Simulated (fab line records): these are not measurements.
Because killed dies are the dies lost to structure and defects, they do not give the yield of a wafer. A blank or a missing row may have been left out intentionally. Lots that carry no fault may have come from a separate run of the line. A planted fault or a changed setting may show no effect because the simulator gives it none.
The tool behind it: which one? ; flow nand-harc ; 24 lots, 72 wafers sampled, at 6 steps of a route of 1302

WHAT THE GAUGES SHOWED, per wafer
NHARC_P_M2_INSPECT_27. Usual: raw-defect-count at 291, with a standard deviation of 110.
lot;measured;on;raw-defect-count;flag
L074;day 6 11:40;defect-inspect-02;308 168 220;
L075;day 6 16:50;defect-inspect-02;237 453 303;
L076;day 7 11:11;defect-inspect-02;218 275 294;
L077;day 7 14:53;defect-inspect-01;290 565 248;
L078;day 8 04:56;defect-inspect-02;222 562 284;
L079;day 8 09:46;defect-inspect-01;292 323 320;
L080;day 9 03:33;defect-inspect-01;310 172 368;
L081;day 9 11:38;defect-inspect-01;340 271 163;
L082;day 10 01:41;defect-inspect-02;271 390 403;
L083;day 10 10:58;defect-inspect-01;235 260 177;
L085;day 10 23:56;defect-inspect-01;384 518 202;
L084;day 11 00:04;defect-inspect-02;174 210 174;
L086;day 11 13:21;defect-inspect-02;195 318 384;
L087;day 11 23:10;defect-inspect-02;216 152 198;
L089;day 12 14:29;defect-inspect-01;369 551 263;
L088;day 12 15:31;defect-inspect-01;264 238 287;
L090;day 13 06:57;defect-inspect-02;215 338 300;
L091;day 13 15:10;defect-inspect-02;151 139 239;
L092;day 13 21:46;defect-inspect-02;220 287 237;
L093;day 14 11:13;defect-inspect-01;267 235 147;
L094;day 14 22:10;defect-inspect-02;204 217 338;
L095;day 15 06:51;defect-inspect-02;170 192 170;
L096;day 15 19:16;defect-inspect-01;477 456 477;
L097;day 16 09:38;defect-inspect-02;368 234 329;

NHARC_A_ZERO_WELL_CD_MEAS_10 targets a cd of 2000 nm. Usual: cd-nm at 2000.1 nm, with a standard deviation of 1.3.
lot;measured;on;cd-nm (nm);flag
L074;day 6 17:33;cd-sem-01;2002.0 2002.7 1999.0;
L075;day 6 22:52;cd-sem-01;2003.2 2003.1 2001.9;
L076;day 7 16:57;cd-sem-01;1999.6 1999.5 1998.8;
L077;day 7 20:29;cd-sem-03;2000.4 2000.3 2001.5;
L078;day 8 10:40;cd-sem-01;1999.4 2000.0 2000.2;
L079;day 8 15:40;cd-sem-03;2001.5 2001.4 2001.1;
L080;day 9 09:18;cd-sem-01;1997.7 2000.3 1998.4;
L081;day 9 17:34;cd-sem-02;2000.2 1999.6 1999.2;
L082;day 10 07:25;cd-sem-03;1999.8 2000.6 2000.2;
L083;day 10 16:43;cd-sem-03;1998.9 2000.5 1998.9;
L085;day 11 05:58;cd-sem-01;1999.0 1999.9 1998.2;
L084;day 11 06:02;cd-sem-03;1997.9 1997.7 1999.8;
L086;day 11 19:05;cd-sem-03;1997.8 1998.4 1999.7;
L087;day 12 04:56;cd-sem-02;1999.6 2000.3 1998.6;
L089;day 12 20:20;cd-sem-03;2002.0 2003.0 2002.7;
L088;day 12 21:25;cd-sem-03;1998.8 2001.0 1999.9;
L090;day 13 12:37;cd-sem-01;1998.1 2000.6 2001.8;
L091;day 13 20:53;cd-sem-01;1999.0 2001.8 1999.0;
L092;day 14 03:38;cd-sem-01;2000.4 2000.9 2000.4;
L093;day 14 17:10;cd-sem-02;1998.5 2000.2 1998.9;
L094;day 15 03:52;cd-sem-01;2002.7 2003.1 2000.8;
L095;day 15 12:43;cd-sem-01;2000.5 1999.4 2001.6;
L096;day 16 01:11;cd-sem-02;1998.7 1999.0 2000.1;
L097;day 16 15:31;cd-sem-02;1999.6 2000.2 1999.6;

NHARC_A_DECK1_JOINT_THK_MEAS_14: measures by ellipsometry. Usual: thk-nm at 50.7 nm, with a standard deviation of 1.4.
lot;measured;on;thk-nm (nm);flag
L074;day 11 04:54;film-metro-02;50.2 51.0 50.5;
L075;day 11 11:29;film-metro-01;49.6 51.5 49.8;
L076;day 12 12:48;film-metro-01;52.0 52.2 49.1;
L077;day 12 12:48;film-metro-02;48.6 50.3 48.6;
L078;day 12 21:20;film-metro-01;49.4 50.2 52.2;
L079;day 13 02:35;film-metro-01;50.7 51.0 49.5;
L080;day 14 00:21;film-metro-01;49.7 50.1 47.5;
L081;day 14 00:21;film-metro-02;49.8 48.3 51.3;
L082;day 15 06:07;film-metro-02;51.8 50.0 51.5;
L083;day 15 06:07;film-metro-01;51.8 51.9 52.6;
L085;day 15 20:05;film-metro-01;50.7 51.9 51.5;
L084;day 15 20:07;film-metro-02;48.6 49.7 51.3;
L086;day 16 13:25;film-metro-02;48.8 51.9 50.3;
L087;day 16 16:06;film-metro-01;52.0 51.1 49.5;
L089;day 17 14:53;film-metro-02;51.1 51.2 51.0;
L088;day 17 18:33;film-metro-01;48.3 50.8 53.2;
L090;day 18 02:27;film-metro-01;51.6 50.9 50.7;
L091;day 18 10:29;film-metro-01;50.6 49.9 51.7;
L092;day 18 20:10;film-metro-02;49.1 50.3 52.5;
L093;day 19 11:48;film-metro-01;50.4 51.1 51.6;
L094;day 19 22:23;film-metro-02;48.7 49.6 50.5;
L095;day 20 06:01;film-metro-02;52.1 50.9 49.9;
L096;day 20 14:17;film-metro-01;52.0 51.7 51.0;
L097;day 21 10:29;film-metro-02;48.9 48.8 49.7;

NHARC_A_ONON_D2_THK_MEAS_21: measures by ellipsometry. Usual: thk-nm at 996 nm, with a standard deviation of 7.9.
lot;measured;on;thk-nm (nm);flag
L074;day 12 13:25;film-metro-01;1009 1006 1007;
L075;day 12 22:28;film-metro-02;995 995 994;
L076;day 14 04:24;film-metro-02;984 986 985;
L077;day 14 04:14;film-metro-01;1000 1002 1000;
L078;day 14 04:35;film-metro-02;1008 1009 1009;
L079;day 14 14:44;film-metro-02;999 1002 1000;
L080;day 15 15:13;film-metro-01;1000 1001 1001;
L081;day 15 15:12;film-metro-02;991 992 991;
L082;day 16 16:25;film-metro-01;998 998 997;
L083;day 16 16:26;film-metro-01;1002 1002 1002;
L085;day 17 08:40;film-metro-02;1001 1001 1001;
L084;day 17 08:38;film-metro-01;1011 1012 1012;
L086;day 18 00:41;film-metro-01;985 984 982;
L087;day 18 00:43;film-metro-02;989 987 988;
L089;day 19 11:29;film-metro-02;990 988 991;
L088;day 19 11:42;film-metro-02;999 1001 1002;
L090;day 19 21:22;film-metro-02;998 1002 1002;
L091;day 19 21:22;film-metro-01;986 987 986;
L092;day 20 05:20;film-metro-01;997 997 995;
L093;day 20 20:50;film-metro-01;982 981 981;
L094;day 21 16:20;film-metro-01;997 998 1000;
L095;day 21 16:12;film-metro-01;999 998 997;
L096;day 22 04:40;film-metro-01;998 997 996;
L097;day 22 19:10;film-metro-02;989 990 989;

TOOL THAT RAN EACH LOT (tool first, then ch and the chambers of the sampled wafers, then the start)
lot;NHARC_P_M2_PVD_20;NHARC_A_CHANNEL_HOLE_D1_ETCH_16
L074;pvd-sputter-01, day 6 11:40 or earlier;rie-diel-03 ch 0,3, day 11 04:54 or earlier
L075;pvd-sputter-01, day 6 16:50 or earlier;rie-diel-03 ch 1,2,3, day 11 11:29 or earlier
L076;pvd-sputter-02, day 7 11:11 or earlier;rie-diel-03 ch 2,3, day 9 12:22
L077;pvd-sputter-02, day 7 14:53 or earlier;rie-diel-03 ch 0,2,3, day 12 12:48 or earlier
L078;pvd-sputter-02, day 8 04:56 or earlier;rie-diel-03 ch 0,2,3, day 12 21:20 or earlier
L079;pvd-sputter-02, day 8 09:46 or earlier;rie-diel-03 ch 0,1, day 13 02:35 or earlier
L080;pvd-sputter-03, day 9 03:33 or earlier;rie-diel-03 ch 0,3, day 14 00:21 or earlier
L081;pvd-sputter-02, day 9 11:38 or earlier;rie-diel-03 ch 0,1,2, day 14 00:21 or earlier
L082;pvd-sputter-01, day 10 01:41 or earlier;rie-diel-03 ch 2,3, day 15 06:07 or earlier
L083;pvd-sputter-01, day 10 10:58 or earlier;rie-diel-03 ch 0,3, day 15 06:07 or earlier
L085;pvd-sputter-02, day 10 23:56 or earlier;rie-diel-01 ch 1,3, day 15 20:05 or earlier
L084;pvd-sputter-03, day 11 00:04 or earlier;rie-diel-09 ch 1,2,3, day 15 20:07 or earlier
L086;pvd-sputter-03, day 11 13:21 or earlier;rie-diel-01 ch 1,2,3, day 16 13:25 or earlier
L087;pvd-sputter-01, day 11 23:10 or earlier;rie-diel-09 ch 0,1,2, day 16 16:06 or earlier
L089;pvd-sputter-01, day 12 14:29 or earlier;rie-diel-03 ch 1,2, day 17 14:53 or earlier
L088;pvd-sputter-01, day 12 15:31 or earlier;rie-diel-03 ch 0,2,3, day 17 18:33 or earlier
L090;pvd-sputter-01, day 13 06:57 or earlier;rie-diel-03 ch 0,1,3, day 18 02:27 or earlier
L091;pvd-sputter-01, day 13 15:10 or earlier;rie-diel-03 ch 0,2,3, day 18 10:29 or earlier
L092;pvd-sputter-02, day 13 21:46 or earlier;rie-diel-03 ch 0,2,3, day 18 20:10 or earlier
L093;pvd-sputter-02, day 14 11:13 or earlier;rie-diel-01 ch 0,1,3, day 19 11:48 or earlier
L094;pvd-sputter-03, day 14 22:10 or earlier;rie-diel-03 ch 1,2,3, day 19 22:23 or earlier
L095;pvd-sputter-03, day 15 06:51 or earlier;rie-diel-09 ch 0,2,3, day 20 06:01 or earlier
L096;pvd-sputter-02, day 15 19:16 or earlier;rie-diel-03 ch 0,2,3, day 20 14:17 or earlier
L097;pvd-sputter-02, day 16 09:38 or earlier;rie-diel-03 ch 0,2,3, day 21 10:29 or earlier
- NHARC_P_M2_PVD_20: deposits TaN, target thk 5 nm, time 8.06 s.
- NHARC_A_CHANNEL_HOLE_D1_ETCH_16: etches the open film in O2/COS, target depth 3100 nm, time 806 s.

WHAT THE TOOLS THEMSELVES READ (means of the sampled wafers that have a number; where no wafer has one, the mark that the record gives instead)
NHARC_P_M2_PVD_20. Usual: throttle-valve-pct at 29.8 %, with a standard deviation of 1.
lot;tool;throttle-valve-pct (%);flag
L074;pvd-sputter-01;30.9;
L075;pvd-sputter-01;30.0;
L076;pvd-sputter-02;29.7;
L077;pvd-sputter-02;29.4;
L078;pvd-sputter-02;29.4;
L079;pvd-sputter-02;30.0;
L080;pvd-sputter-03;29.5;
L081;pvd-sputter-02;29.4;
L082;pvd-sputter-01;29.3;
L083;pvd-sputter-01;31.0;
L085;pvd-sputter-02;29.4;
L084;pvd-sputter-03;29.3;
L086;pvd-sputter-03;30.0;
L087;pvd-sputter-01;29.9;
L089;pvd-sputter-01;29.1;
L088;pvd-sputter-01;30.5;
L090;pvd-sputter-01;29.9;
L091;pvd-sputter-01;29.7;
L092;pvd-sputter-02;29.2;
L093;pvd-sputter-02;29.9;
L094;pvd-sputter-03;30.1;
L095;pvd-sputter-03;29.4;
L096;pvd-sputter-02;29.4;
L097;pvd-sputter-02;29.2;

NHARC_A_CHANNEL_HOLE_D1_ETCH_16. Usual: drypump-motor-current-A 5.69 A, standard deviation 0.25; oes-product-au 1.002 a.u., standard deviation 0.0081; rf-vpp-V 314.3 V, standard deviation 1.9; showerhead-plenum-p-Torr 3.13 Torr, standard deviation 0.13; throttle-valve-pct 28.331 %, standard deviation 0.0091.
lot;tool;drypump-motor-current-A (A);oes-product-au (a.u.);rf-vpp-V (V);showerhead-plenum-p-Torr (Torr);throttle-valve-pct (%);flag
L074;rie-diel-03;5.63;1.009;314.6;3.16;28.333;
L075;rie-diel-03;5.71;1.001;314.5;3.12;28.332;
L076;rie-diel-03;5.78;1.007;314.1;3.14;28.325;
L077;rie-diel-03;5.76;1.008;315.9;3.22;28.328;
L078;rie-diel-03;5.73;1.006;315.4;3.22;28.332;
L079;rie-diel-03;5.61;1.008;315.8;3.21;28.331;
L080;rie-diel-03;5.64;1.002;313.7;3.15;28.332;
L081;rie-diel-03;5.73;0.997;314.4;3.19;28.332;
L082;rie-diel-03;5.74;1.005;314.0;3.13;28.331;
L083;rie-diel-03;5.61;1.003;314.4;3.15;28.329;
L085;rie-diel-01;5.12;1.002;313.7;3.05;28.334;
L084;rie-diel-09;5.97;1.002;314.3;3.12;28.337;
L086;rie-diel-01;5.33;1.009;313.6;3.04;28.330;
L087;rie-diel-09;5.93;0.992;312.8;3.05;28.327;
L089;rie-diel-03;5.85;0.994;314.0;3.17;28.330;
L088;rie-diel-03;5.74;1.001;314.7;3.21;28.333;
L090;rie-diel-03;5.59;1.003;314.2;3.12;28.332;
L091;rie-diel-03;5.74;0.993;314.8;3.21;28.340;
L092;rie-diel-03;5.76;1.004;315.3;3.21;28.330;
L093;rie-diel-01;5.24;1.008;312.9;3.08;28.328;
L094;rie-diel-03;5.70;1.006;314.4;3.11;28.331;
L095;rie-diel-09;5.78;0.998;314.2;3.10;28.337;
L096;rie-diel-03;5.75;1.000;315.0;3.21;28.326;
L097;rie-diel-03;5.73;1.008;315.4;3.21;28.322;

THE ANSWER, worked out from the rows above alone
Rule: lot off if the mean of its wafers having a number is beyond 3 standard deviations from the usual mean. A lot without any number at a reading at which 4 lots or more have one is off too. Any other lot the step has rows for is counted as sound. First the gauges in route order, then the tools' own readings, where a lot's mean is used as printed above. The first step at which some lot is off is used, and at that step the reading that is off furthest; a lot without a number counts as furthest.
Nothing can be told from this: no lot is off at any reading shown.

WHAT HAD BEEN PUT IN BY THE SIMULATOR
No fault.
